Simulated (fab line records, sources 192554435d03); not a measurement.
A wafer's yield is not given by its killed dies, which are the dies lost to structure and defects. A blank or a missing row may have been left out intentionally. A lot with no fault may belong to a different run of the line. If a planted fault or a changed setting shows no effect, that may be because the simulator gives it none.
Matching of chambers	flow n5-finfet	pecvd-02 running N5_FIN_SAQP_PECVD_47: 3 sister chambers
The step deposits a-Si from SiH4/He, target thk 45 nm, time 36.3 s. 3 wafers are shown with their chamber, then 12 later ones without.

== WAFERS WITH THEIR CHAMBER ==
wafer	chamber	throttle-valve-pct (%)
L089.2	0	18.3
L089.3	1	18.7
L089.6	2	17.6

== WAFERS WHOSE CHAMBER IS MISSING ==
wafer	throttle-valve-pct (%)
L090.2	18.5
L090.3	17.9
L090.5	18.4
L092.1	17.8
L092.2	18.1
L092.3	18.5
L093.3	18.3
L093.5	18.2
L093.6	17.7
L095.2	18.1
L095.4	17.8
L095.6	18.2

== WHICH CHAMBER EACH WENT THROUGH ==
wafer	from the rows above	in truth
L090.2	can't be placed: 0 or 1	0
L090.3	can't be placed: 2 or 0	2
L090.5	can't be placed: 0 or 1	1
L092.1	can't be placed: 2 or 0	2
L092.2	can't be placed: 0 or 2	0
L092.3	can't be placed: 0 or 1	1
L093.3	0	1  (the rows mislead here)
L093.5	0	0
L093.6	2	2
L095.2	can't be placed: 0 or 2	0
L095.4	can't be placed: 2 or 0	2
L095.6	0	0
Correctly placed: 3 of 12. These rows do not allow placing 8 (true chamber among the candidates in 8). Placed wrongly: 1.
How it was worked out, from the rows above alone: a wafer's distance from a chamber is the root of the sum, over the readings, of the square of ((its reading less the chamber's mean) divided by the reading's scatter). The wafer belongs to the nearest chamber; if the next one is less than 2 further off, it can't be placed. The mean given for a chamber averages the wafers shown for that chamber. The scatter (one wafer shown for each chamber): square how far every hidden wafer sits from the nearest shown wafer, average those squares and take the square root.
